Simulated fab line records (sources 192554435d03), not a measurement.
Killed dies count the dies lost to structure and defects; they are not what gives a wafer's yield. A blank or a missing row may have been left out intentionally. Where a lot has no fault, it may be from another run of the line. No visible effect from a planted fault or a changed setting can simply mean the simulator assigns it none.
Matching of chambers -- flow n5 finfet -- N5_BEOL_M7_ILD_DEP_00 on pecvd-01: 3 sister chambers
The step deposits SiCOH lowk from DEMS/porogen, target thk 179.75 nm, time 33.4 s. 6 wafers are shown with their chamber, then 7 later ones without.

== WAFERS, EACH WITH ITS CHAMBER ==
wafer,chamber,throttle valve pct (%),heater power w (W)
L080.5,2,13.6,407
L085.6,1,14.2,253
L086.4,1,13.9,288
L086.5,2,13.6,401
L088.3,0,12.5,293
L088.4,0,12.6,303

== WAFERS WITH NO CHAMBER GIVEN ==
wafer,throttle valve pct (%),heater power w (W)
L088.6,13.7,277
L090.2,13.8,341
L090.4,13.8,247
L090.6,12.5,320
L094.1,12.7,300
L094.2,13.8,357
L094.6,14.0,257

== THE CHAMBER EACH PASSED THROUGH ==
wafer,from the rows above,in truth
L088.6,1,1
L090.2,can't be placed: 2 or 1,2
L090.4,1,1
L090.6,0,0
L094.1,0,0
L094.2,2,2
L094.6,1,1
6 of 7 placed correctly. From these rows, 1 cannot be placed; in 1 the true chamber is one of the candidates. 0 placed wrongly.
How it was worked out, from the rows above alone: a wafer's distance from a chamber is the root of the sum, over the readings, of the square of ((its reading less the chamber's mean) divided by the reading's scatter). If the next closest chamber is less than 2 further off than the closest, the wafer can't be placed; otherwise it belongs to the closest. The mean given for a chamber averages the wafers shown for that chamber. The scatter: take each reading less its chamber's mean, square it, sum over the shown wafers, divide by the number of wafers less the number of chambers, and take the root.
